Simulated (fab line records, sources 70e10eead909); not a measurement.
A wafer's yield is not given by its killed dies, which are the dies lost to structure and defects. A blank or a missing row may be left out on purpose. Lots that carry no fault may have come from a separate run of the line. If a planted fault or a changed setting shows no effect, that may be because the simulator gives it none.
A sampling plan put to the test + flow nandHarc + one fab line, 40 faults that these records tell of, each judged on the records of the lots that it struck; 1 more is left out, because the records don't allow judging it
The line's own looks make up the plan; these are the steps of the route where a gauge or inspection reads the wafer and leaves it unchanged. Where struck wafers have a number at a look and the file lists that look's usual mean and standard deviation on fault-free wafers, the look can be judged. Caught: the struck wafers' mean, at a look after the fault's first step, is 4 or more of those standard deviations (sigma) away from the usual mean. On the tool: the identical test, applied to the tool's own readings at the steps of the fault. Caught also covers a different recipe on the struck wafers, or a record left blank for those wafers only.

THE FAULTS, as the simulator had put them in
1. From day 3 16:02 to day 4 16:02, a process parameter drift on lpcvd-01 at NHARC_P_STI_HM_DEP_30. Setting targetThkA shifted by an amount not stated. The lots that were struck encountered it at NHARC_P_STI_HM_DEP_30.
2. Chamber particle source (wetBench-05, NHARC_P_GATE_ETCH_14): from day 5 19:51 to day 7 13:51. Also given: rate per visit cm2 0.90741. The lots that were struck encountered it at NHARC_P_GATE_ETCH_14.
3. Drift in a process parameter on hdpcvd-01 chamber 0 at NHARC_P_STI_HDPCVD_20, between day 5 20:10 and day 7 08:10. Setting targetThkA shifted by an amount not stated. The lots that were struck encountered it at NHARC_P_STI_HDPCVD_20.
4. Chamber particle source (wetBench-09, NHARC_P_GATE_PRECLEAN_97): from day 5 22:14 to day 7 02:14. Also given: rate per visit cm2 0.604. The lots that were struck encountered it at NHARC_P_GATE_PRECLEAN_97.
5. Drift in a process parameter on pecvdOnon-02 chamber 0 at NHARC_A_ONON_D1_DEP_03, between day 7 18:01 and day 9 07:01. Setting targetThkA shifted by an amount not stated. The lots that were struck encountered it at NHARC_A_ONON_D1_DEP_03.
6. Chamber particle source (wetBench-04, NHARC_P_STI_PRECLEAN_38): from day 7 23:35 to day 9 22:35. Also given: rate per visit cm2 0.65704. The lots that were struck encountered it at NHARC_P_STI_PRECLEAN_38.
7. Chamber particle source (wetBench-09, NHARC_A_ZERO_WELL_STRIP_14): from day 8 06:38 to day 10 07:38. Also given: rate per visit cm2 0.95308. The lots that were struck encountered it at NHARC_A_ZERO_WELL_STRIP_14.
8. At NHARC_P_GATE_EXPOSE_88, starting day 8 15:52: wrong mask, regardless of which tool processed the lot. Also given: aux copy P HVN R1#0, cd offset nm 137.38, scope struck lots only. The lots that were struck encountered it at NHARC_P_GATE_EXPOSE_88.
9. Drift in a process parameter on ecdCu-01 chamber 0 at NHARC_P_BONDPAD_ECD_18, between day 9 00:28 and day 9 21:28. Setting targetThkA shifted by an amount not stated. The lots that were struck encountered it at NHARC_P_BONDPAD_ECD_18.
10. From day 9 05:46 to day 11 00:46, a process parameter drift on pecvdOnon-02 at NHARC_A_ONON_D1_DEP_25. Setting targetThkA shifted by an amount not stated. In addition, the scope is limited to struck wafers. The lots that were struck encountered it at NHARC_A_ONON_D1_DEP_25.
11. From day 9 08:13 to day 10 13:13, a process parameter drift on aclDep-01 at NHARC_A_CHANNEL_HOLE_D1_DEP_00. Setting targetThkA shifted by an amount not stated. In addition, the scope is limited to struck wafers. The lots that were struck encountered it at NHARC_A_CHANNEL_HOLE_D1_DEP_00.
12. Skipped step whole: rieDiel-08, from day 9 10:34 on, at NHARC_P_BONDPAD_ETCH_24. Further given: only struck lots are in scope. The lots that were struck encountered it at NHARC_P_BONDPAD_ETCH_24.
13. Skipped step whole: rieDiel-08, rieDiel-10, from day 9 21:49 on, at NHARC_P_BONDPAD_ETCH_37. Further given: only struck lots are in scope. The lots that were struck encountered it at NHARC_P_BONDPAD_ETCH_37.
14. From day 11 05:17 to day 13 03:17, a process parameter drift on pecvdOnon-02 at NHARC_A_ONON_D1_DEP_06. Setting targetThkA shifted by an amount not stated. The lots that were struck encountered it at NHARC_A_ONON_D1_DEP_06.
15. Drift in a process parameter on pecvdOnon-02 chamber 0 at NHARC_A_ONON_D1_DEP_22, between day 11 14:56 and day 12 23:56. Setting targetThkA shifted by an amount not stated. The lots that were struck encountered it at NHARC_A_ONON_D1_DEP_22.
16. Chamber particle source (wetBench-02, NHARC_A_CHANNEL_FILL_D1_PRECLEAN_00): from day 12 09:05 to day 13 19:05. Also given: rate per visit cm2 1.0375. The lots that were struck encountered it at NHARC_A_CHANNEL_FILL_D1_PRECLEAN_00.
17. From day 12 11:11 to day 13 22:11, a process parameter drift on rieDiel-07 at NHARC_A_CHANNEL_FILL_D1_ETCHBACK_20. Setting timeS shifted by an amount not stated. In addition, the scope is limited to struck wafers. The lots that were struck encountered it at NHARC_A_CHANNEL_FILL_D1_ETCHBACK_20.
18. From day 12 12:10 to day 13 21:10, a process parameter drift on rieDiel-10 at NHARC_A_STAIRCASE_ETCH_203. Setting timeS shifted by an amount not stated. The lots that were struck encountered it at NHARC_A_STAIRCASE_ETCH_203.
19. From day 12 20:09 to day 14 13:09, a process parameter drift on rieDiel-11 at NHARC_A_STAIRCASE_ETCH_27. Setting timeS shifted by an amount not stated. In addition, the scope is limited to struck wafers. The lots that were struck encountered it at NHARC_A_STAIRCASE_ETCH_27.
20. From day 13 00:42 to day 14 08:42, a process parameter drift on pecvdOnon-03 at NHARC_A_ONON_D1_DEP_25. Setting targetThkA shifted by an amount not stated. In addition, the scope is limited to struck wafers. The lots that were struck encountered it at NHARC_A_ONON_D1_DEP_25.
21. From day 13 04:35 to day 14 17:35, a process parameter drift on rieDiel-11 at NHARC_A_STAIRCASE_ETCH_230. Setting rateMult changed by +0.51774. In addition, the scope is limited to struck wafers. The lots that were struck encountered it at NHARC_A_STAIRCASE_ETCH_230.
22. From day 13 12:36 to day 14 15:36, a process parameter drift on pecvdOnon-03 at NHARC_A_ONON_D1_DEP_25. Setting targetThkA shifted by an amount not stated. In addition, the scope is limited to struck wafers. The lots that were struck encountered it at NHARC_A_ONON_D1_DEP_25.
23. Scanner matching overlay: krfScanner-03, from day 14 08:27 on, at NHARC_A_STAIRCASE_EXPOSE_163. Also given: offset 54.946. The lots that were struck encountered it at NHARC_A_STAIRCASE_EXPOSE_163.
24. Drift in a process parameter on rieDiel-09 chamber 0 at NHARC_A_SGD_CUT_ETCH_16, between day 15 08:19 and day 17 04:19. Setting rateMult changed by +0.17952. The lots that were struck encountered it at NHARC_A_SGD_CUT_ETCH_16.
25. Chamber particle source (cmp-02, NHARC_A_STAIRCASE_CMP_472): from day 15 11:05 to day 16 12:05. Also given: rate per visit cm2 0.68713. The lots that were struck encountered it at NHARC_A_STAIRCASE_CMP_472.
26. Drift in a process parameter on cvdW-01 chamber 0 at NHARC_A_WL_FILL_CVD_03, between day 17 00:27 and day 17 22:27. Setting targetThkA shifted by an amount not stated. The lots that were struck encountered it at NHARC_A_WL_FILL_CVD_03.
27. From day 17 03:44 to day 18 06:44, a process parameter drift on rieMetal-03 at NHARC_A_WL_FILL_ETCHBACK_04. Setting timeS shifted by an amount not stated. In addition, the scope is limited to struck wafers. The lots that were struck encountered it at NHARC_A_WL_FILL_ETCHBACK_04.
28. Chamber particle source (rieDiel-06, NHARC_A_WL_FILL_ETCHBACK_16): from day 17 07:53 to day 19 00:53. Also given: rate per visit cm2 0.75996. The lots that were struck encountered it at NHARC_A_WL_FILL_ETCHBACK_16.
29. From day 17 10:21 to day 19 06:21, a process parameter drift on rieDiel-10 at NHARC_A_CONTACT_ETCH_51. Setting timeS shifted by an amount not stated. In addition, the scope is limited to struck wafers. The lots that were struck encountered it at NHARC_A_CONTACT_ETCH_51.
30. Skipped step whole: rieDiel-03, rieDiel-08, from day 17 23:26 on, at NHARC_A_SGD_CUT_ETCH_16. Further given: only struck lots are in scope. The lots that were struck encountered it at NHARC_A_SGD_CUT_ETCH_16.
31. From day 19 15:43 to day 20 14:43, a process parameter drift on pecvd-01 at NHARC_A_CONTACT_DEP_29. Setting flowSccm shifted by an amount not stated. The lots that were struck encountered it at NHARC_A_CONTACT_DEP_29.
32. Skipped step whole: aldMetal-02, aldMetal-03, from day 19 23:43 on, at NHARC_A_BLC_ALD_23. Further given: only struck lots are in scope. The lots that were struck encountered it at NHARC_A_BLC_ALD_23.
33. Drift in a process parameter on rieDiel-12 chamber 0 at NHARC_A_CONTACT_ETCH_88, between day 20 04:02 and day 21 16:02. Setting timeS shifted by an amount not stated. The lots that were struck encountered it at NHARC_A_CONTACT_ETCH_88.
34. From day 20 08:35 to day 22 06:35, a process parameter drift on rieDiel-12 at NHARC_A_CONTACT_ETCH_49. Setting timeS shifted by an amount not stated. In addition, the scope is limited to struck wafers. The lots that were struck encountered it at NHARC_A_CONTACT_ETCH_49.
35. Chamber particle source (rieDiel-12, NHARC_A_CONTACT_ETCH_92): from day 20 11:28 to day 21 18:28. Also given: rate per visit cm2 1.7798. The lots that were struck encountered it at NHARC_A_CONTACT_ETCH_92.
36. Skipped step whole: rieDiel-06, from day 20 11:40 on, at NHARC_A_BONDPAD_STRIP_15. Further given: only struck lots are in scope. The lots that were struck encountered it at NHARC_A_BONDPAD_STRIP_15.
37. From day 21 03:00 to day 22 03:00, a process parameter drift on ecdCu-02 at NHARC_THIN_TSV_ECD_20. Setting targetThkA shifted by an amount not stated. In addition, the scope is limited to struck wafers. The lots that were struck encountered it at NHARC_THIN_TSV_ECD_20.
38. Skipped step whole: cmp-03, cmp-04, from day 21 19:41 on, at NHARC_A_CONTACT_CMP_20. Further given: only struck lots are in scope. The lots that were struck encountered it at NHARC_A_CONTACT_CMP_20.
39. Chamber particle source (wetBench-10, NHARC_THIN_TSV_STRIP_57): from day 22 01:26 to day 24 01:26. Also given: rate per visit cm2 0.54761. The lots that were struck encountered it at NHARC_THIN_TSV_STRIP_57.
40. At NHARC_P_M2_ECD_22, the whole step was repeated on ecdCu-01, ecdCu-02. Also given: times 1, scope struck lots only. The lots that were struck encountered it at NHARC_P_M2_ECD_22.

WHAT THE PLAN SAW
| fault | on the tool itself                               | first look that catches it     | reading, sigma                  | median hours from its first step to that look | hours from the fault's start to the first struck lot there | judged looks passed uncaught |
|-------|--------------------------------------------------|--------------------------------|---------------------------------|-----------------------------------------------|------------------------------------------------------------|------------------------------|
| 1     | no reading that can be judged                    | NHARC_END_SORT_01              | killedAtPeriphery +99 or beyond | 412.9                                         | 408                                                        | 0                            |
| 2     | no reading that can be judged                    | NHARC_P_GATE_INSPECT_28        | rawDefectCount +99 or beyond    | 14.8                                          | 19                                                         | 0                            |
| 3     | no reading that can be judged                    | NHARC_END_SORT_01              | killedAtPeriphery +99 or beyond | 381.2                                         | 386                                                        | 0                            |
| 4     | no reading that can be judged                    | NHARC_P_GATE_INSPECT_68        | rawDefectCount +4.0             | 7.5                                           | 13                                                         | 1                            |
| 5     | under 2 sigma                                    | NHARC_A_ONON_D1_THK_MEAS_05    | thkNm -51                       | 0.4                                           | 8                                                          | 0                            |
| 6     | under 2 sigma                                    | NHARC_P_STI_INSPECT_25         | rawDefectCount +4.8             | 10.1                                          | 18                                                         | 0                            |
| 7     | no reading that can be judged                    | NHARC_A_ZERO_WELL_INSPECT_17   | rawDefectCount +99 or beyond    | 1.0                                           | 5                                                          | 0                            |
| 8     | no reading that can be judged                    | NHARC_P_GATE_CD_MEAS_91        | cdNm +76                        | 0.2                                           | 0                                                          | 0                            |
| 9     | no reading that can be judged                    | NHARC_END_SORT_01              | killedAtPeriphery +99 or beyond | 301.6                                         | 298                                                        | 0                            |
| 10    | no reading that can be judged                    | NHARC_A_ONON_D1_THK_MEAS_27    | thkNm -59                       | 0.4                                           | 6                                                          | 0                            |
| 11    | under 2 sigma                                    | NHARC_END_SORT_01              | killedDies +64                  | 272.3                                         | 272                                                        | 0                            |
| 12    | the tool's record is blank for the struck wafers | NHARC_END_SORT_01              | killedAtPeriphery +99 or beyond | 303.5                                         | 299                                                        | 0                            |
| 13    | the tool's record is blank for the struck wafers | NHARC_END_SORT_01              | killedAtPeriphery +99 or beyond | 298.7                                         | 297                                                        | 1                            |
| 14    | no reading that can be judged                    | NHARC_A_ONON_D1_THK_MEAS_08    | thkNm -46                       | 0.5                                           | 6                                                          | 0                            |
| 15    | no reading that can be judged                    | NHARC_A_ONON_D1_THK_MEAS_24    | thkNm -35                       | 0.5                                           | 5                                                          | 0                            |
| 16    | no reading that can be judged                    | NHARC_END_SORT_01              | killedAtArray +8.1              | 256.1                                         | 250                                                        | 0                            |
| 17    | runLengthS -7.7 sigma                            | NHARC_END_SORT_01              | killedAtArray +56               | 218.5                                         | 229                                                        | 0                            |
| 18    | runLengthS +26 sigma                             | NHARC_END_SORT_01              | killedAtArray +64               | 200.9                                         | 210                                                        | 0                            |
| 19    | runLengthS +26 sigma                             | NHARC_END_SORT_01              | killedDies +64                  | 188.9                                         | 210                                                        | 0                            |
| 20    | no reading that can be judged                    | NHARC_A_ONON_D1_THK_MEAS_27    | thkNm -26                       | 0.5                                           | 12                                                         | 0                            |
| 21    | oesProductAu +15 sigma                           | NHARC_END_SORT_01              | killedDies +64                  | 192.4                                         | 197                                                        | 0                            |
| 22    | under 2 sigma                                    | NHARC_A_ONON_D1_THK_MEAS_27    | thkNm +19                       | 0.4                                           | 0                                                          | 0                            |
| 23    | no reading that can be judged                    | no look after it can be judged | -                               | -                                             | -                                                          | 0                            |
| 24    | oesProductAu +5.7 sigma                          | NHARC_END_SORT_01              | killedAtArray +64               | 131.8                                         | 144                                                        | 0                            |
| 25    | under 2 sigma                                    | NHARC_A_SGD_CUT_INSPECT_11     | rawDefectCount +47              | 1.2                                           | 5                                                          | 0                            |
| 26    | under 2 sigma                                    | NHARC_END_SORT_01              | killedAtArray +64               | 107.5                                         | 118                                                        | 0                            |
| 27    | runLengthS -97 sigma                             | NHARC_END_SORT_01              | killedAtArray +60               | 99.2                                          | 102                                                        | 0                            |
| 28    | under 2 sigma                                    | NHARC_END_SORT_01              | killedDies +8.1                 | 107.9                                         | 119                                                        | 0                            |
| 29    | runLengthS -99 or beyond sigma                   | NHARC_END_SORT_01              | killedDies +64                  | 78.2                                          | 86                                                         | 0                            |
| 30    | the tool's record is blank for the struck wafers | NHARC_END_SORT_01              | killedAtArray +64               | 127.4                                         | 137                                                        | 0                            |
| 31    | under 2 sigma                                    | NHARC_END_SORT_01              | killedAtArray +8.9              | 74.9                                          | 74                                                         | 1                            |
| 32    | the tool's record is blank for the struck wafers | NHARC_END_SORT_01              | killedAtArray +64               | 45.8                                          | 46                                                         | 0                            |
| 33    | runLengthS -44 sigma                             | NHARC_END_SORT_01              | killedDies +64                  | 63.1                                          | 70                                                         | 0                            |
| 34    | runLengthS -99 or beyond sigma                   | NHARC_END_SORT_01              | killedAtArray +36               | 75.0                                          | 79                                                         | 0                            |
| 35    | under 2 sigma                                    | NHARC_END_SORT_01              | killedDies +8.8                 | 54.3                                          | 55                                                         | 1                            |
| 36    | the tool's record is blank for the struck wafers | NHARC_END_SORT_01              | sort_bin_2_pct +99 or beyond    | 34.1                                          | 34                                                         | 0                            |
| 37    | no reading that can be judged                    | NHARC_END_SORT_01              | killedAtOther +99 or beyond     | 16.1                                          | 19                                                         | 0                            |
| 38    | the tool's record is blank for the struck wafers | NHARC_A_CONTACT_INSPECT_23     | rawDefectCount +19              | 0.4                                           | 1                                                          | 0                            |
| 39    | no reading that can be judged                    | NHARC_THIN_TSV_INSPECT_40      | rawDefectCount +4.1             | 5.4                                           | 14                                                         | 0                            |
| 40    | no reading that can be judged                    | no look after it can be judged | -                               | -                                             | -                                                          | 0                            |
A dash: this means the fault isn't caught or the number doesn't appear in these records.

Caught at a look: 38 of 40. Caught on the tool: 15 of 40. By one or the other: 38 of 40.
Caught at a look alone: faults 1, 2, 3, 4, 5, 6, 7, 8, 9, 10, 11, 14, 15, 16, 20, 22, 25, 26, 28, 31, 35, 37, 39.
Caught by neither: faults 23, 40.

THINNER SAMPLING
In the worst case, this is how late the first struck lot would be measured if the look that catches a fault measured only every second or every third lot, by lot number:
| fault | struck lots at that look, in order of time | every lot | every second lot | every third lot |
|-------|--------------------------------------------|-----------|------------------|-----------------|
| 1     | L552, L551                                 | 408 h     | 416 h            | may miss all 2  |
| 2     | L705, L712                                 | 19 h      | 52 h             | may miss all 2  |
| 3     | L103, L102, L101                           | 386 h     | 396 h            | 418 h           |
| 4     | L937, L939, L942                           | 13 h      | 34 h             | may miss all 3  |
| 5     | L411, L414                                 | 8 h       | 30 h             | may miss all 2  |
| 6     | L282, L283                                 | 18 h      | 25 h             | may miss all 2  |
| 7     | L293, L294                                 | 5 h       | 22 h             | may miss all 2  |
| 8     | L393                                       | 0 h       | may miss it      | may miss it     |
| 9     | L294, L293                                 | 298 h     | 310 h            | may miss all 2  |
| 10    | L590, L594                                 | 6 h       | may miss all 2   | may miss all 2  |
| 11    | L410, L411                                 | 272 h     | 294 h            | may miss all 2  |
| 12    | L646, L644                                 | 299 h     | may miss all 2   | may miss all 2  |
| 13    | L641, L643, L644                           | 297 h     | 309 h            | may miss all 3  |
| 14    | L617, L618                                 | 6 h       | 22 h             | may miss all 2  |
| 15    | L224, L227                                 | 5 h       | 22 h             | may miss all 2  |
| 16    | L798, L801                                 | 250 h     | 280 h            | may miss all 2  |
| 17    | L332, L331                                 | 229 h     | 236 h            | may miss all 2  |
| 18    | L226, L228                                 | 210 h     | may miss all 2   | may miss all 2  |
| 19    | L210, L217, L216                           | 210 h     | 219 h            | may miss all 3  |
| 20    | L897, L898                                 | 12 h      | 13 h             | may miss all 2  |
| 21    | L318, L317                                 | 197 h     | 209 h            | may miss all 2  |
| 22    | L828, L829, L831                           | 0 h       | 1 h              | may miss all 3  |
| 24    | L263, L266                                 | 144 h     | 148 h            | may miss all 2  |
| 25    | L215                                       | 5 h       | may miss it      | may miss it     |
| 26    | L462                                       | 118 h     | may miss it      | may miss it     |
| 27    | L473, L469, L475                           | 102 h     | may miss all 3   | may miss all 3  |
| 28    | L687, L688                                 | 119 h     | 147 h            | may miss all 2  |
| 29    | L617, L622                                 | 86 h      | 107 h            | may miss all 2  |
| 30    | L323, L324                                 | 137 h     | 137 h            | may miss all 2  |
| 31    | L759, L760, L761                           | 74 h      | 75 h             | 96 h            |
| 32    | L277, L276                                 | 46 h      | 55 h             | may miss all 2  |
| 33    | L546                                       | 70 h      | may miss it      | may miss it     |
| 34    | L299                                       | 79 h      | may miss it      | may miss it     |
| 35    | L335, L332, L337                           | 55 h      | 62 h             | may miss all 3  |
| 36    | L425, L424                                 | 34 h      | 43 h             | may miss all 2  |
| 37    | L623, L627, L626                           | 19 h      | 29 h             | may miss all 3  |
| 38    | L623, L626, L624                           | 1 h       | 24 h             | may miss all 3  |
| 39    | L326, L332                                 | 14 h      | may miss all 2   | may miss all 2  |
The hour figures run from when the fault began to the first measured lot among those it struck. 4 sigma limit: tested on the pooled struck wafers, so a lone lot may be under it. Other struck lots may not be in these records.

THE LONGEST TIMED WAY FROM STEP TO LOOK
In fault 1, a median of 412.9 hours elapses between NHARC_P_STI_HM_DEP_30 and NHARC_END_SORT_01. No look between them can be judged.
